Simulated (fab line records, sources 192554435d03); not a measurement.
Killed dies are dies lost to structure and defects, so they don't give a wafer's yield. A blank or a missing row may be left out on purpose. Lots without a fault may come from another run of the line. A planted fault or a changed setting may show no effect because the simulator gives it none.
A struck lot beside a sound one | flow n5_finfet | 37 steps out of a route of 1938
Sound: wafers L442.2, L442.3, L442.6. Struck: wafer L452.4. (L452.2, L452.6 of the same lot were not struck and are left out.) The cause comes at the end.
At each step with rows: each side's tool, then ch and its chambers, then its first start. Under that, the readings that differ: sound wafers | struck wafers | difference of the means | sigmas: that difference in standard deviations of wafers without a fault.
alike: readings whose means differ by less than 2 such deviations, and words and numbers that are the same on both sides. not compared: withheld readings, readings that some wafer has no value for, bounds like >300 that may hide the same value, and numbers for which the record gives no deviation and whose values overlap.
The two part at a step that has a row with sigmas, a row that says differs or no value, or rows on one side only. Numbers that don't overlap but have no deviation are shown without sigmas and don't part them. A reading that every wafer of one side lacks parts them only if that side has two wafers or more.

first, 9 steps without rows for these wafers: N5_BEOL_M7_COAT_64 (time 60 s, resist thk 12 nm); N5_BEOL_M7_COAT_71 (time 60 s, resist thk 5 nm); N5_BEOL_M7_COAT_22 (resist thk 30 nm); N5_BEOL_M7_EBR_24; N5_BEOL_M7_SOFTBAKE_23 (time 60 s); N5_BEOL_M7_EXPOSE_25 (exposes mask V6, target cd 40 nm); N5_BEOL_M7_PEB_26 (peb time 60 s); N5_BEOL_M7_DEVELOP_27 (develop time 30 s); N5_BEOL_M7_DESCUM_33 (chemistry O2, time 7 s).
N5_BEOL_M7_ETCH_72: etches underlayer in N2/H2, target depth 6.5 nm, time 5.2 s.
  sound on rie_diel-06 ch 0,1,3, day 12 19:20; struck on rie_diel-01 ch 1, day 15 10:17
  alike: drypump_motor_current_A, etch_rf_on_time_s, oes_product_au, rf_vpp_V, showerhead_plenum_p_Torr, throttle_valve_pct
  not compared: rf_hours_counter_h
then, 26 steps without rows for these wafers: N5_BEOL_M7_ETCH_65 (etches SiARC in CF4, target depth 15.6 nm, time 26 s); N5_BEOL_M7_ETCH_66 (etches SOC in N2/H2, target depth 80 nm, overetch 16 nm, time 120 s); N5_BEOL_M7_STRIP_69 (strips in N2/H2); N5_BEOL_M7_STRIP_73 (strips in N2/H2); N5_BEOL_M7_VIA_ETCH_34 (etches SiCOH lowk in C4F6/O2, target depth 125.5 nm, time 50.5 s); N5_BEOL_M7_STRIP_76 (strips in C4F6/O2); N5_BEOL_M7_STRIP_36 (strips in N2/H2); N5_BEOL_M7_TRENCH_ETCH_37 (etches SiCOH lowk in C4F6/O2, target depth 93.478 nm, time 31.2 s); N5_BEOL_M7_ETCH_41 (etches SiCN in CH3F/O2, target depth 31.9 nm, time 57.8 s); N5_BEOL_M7_STRIP_80 (strips in N2/H2, time 10 s); N5_BEOL_M7_HM_STRIP_39 (strips TiN in peroxide tin strip, target depth 25 nm, time 158 s); N5_BEOL_M7_SRD_40 (time 30 s); N5_BEOL_M7_PRECLEAN_42 (cleans in residue remover, time 60 s); N5_BEOL_M7_SRD_43 (time 30 s); N5_BEOL_M7_CURE_75 (cures SiCOH lowk, time 120 s); N5_BEOL_M7_DEGAS_44 (time 60 s); N5_BEOL_M7_PRE_CLEAN_45 (time 30 s); N5_BEOL_M7_ALD_77 (deposits TaN, target thk 2 nm, pulse time 2 s, purge time 3 s); N5_BEOL_M7_SURFACE_TREAT_79; N5_BEOL_M7_CVD_78 (deposits Co from CCTBA/H2, target thk 2 nm, time 142.3 s); N5_BEOL_M7_SPUTTER_48 (material Cu, target thk 10 nm, time 1.667 s); N5_BEOL_M7_ECD_50 (material Cu, target thk 300 nm); N5_BEOL_M7_ANNEAL_51 (time 90 s); N5_BEOL_M7_CMP_52 (polishes, stops on SiCOH lowk, t overpolish 6.9 s, target thk 80 nm); N5_BEOL_M7_PRE_CLEAN_55 (time 15 s); N5_BEOL_M7_DEP_56 (deposits SiCN from 3MS/NH3, target thk 10 nm, time 17.5 s).
-- the record jumps here: 4 days lie between the struck wafers' starts before and after (it left off in module BEOL_M7 and takes up again in module PASSIVATION, whose first step shown is number 1936 of the route) --
N5_PASSIVATION_PROBE_49:
  the record has rows for the struck wafers here (prober-02, day 18 22:54) and none for the sound ones

WHERE THEY PART
Only at N5_PASSIVATION_PROBE_49, within this record.

WHY: what the simulator had put in
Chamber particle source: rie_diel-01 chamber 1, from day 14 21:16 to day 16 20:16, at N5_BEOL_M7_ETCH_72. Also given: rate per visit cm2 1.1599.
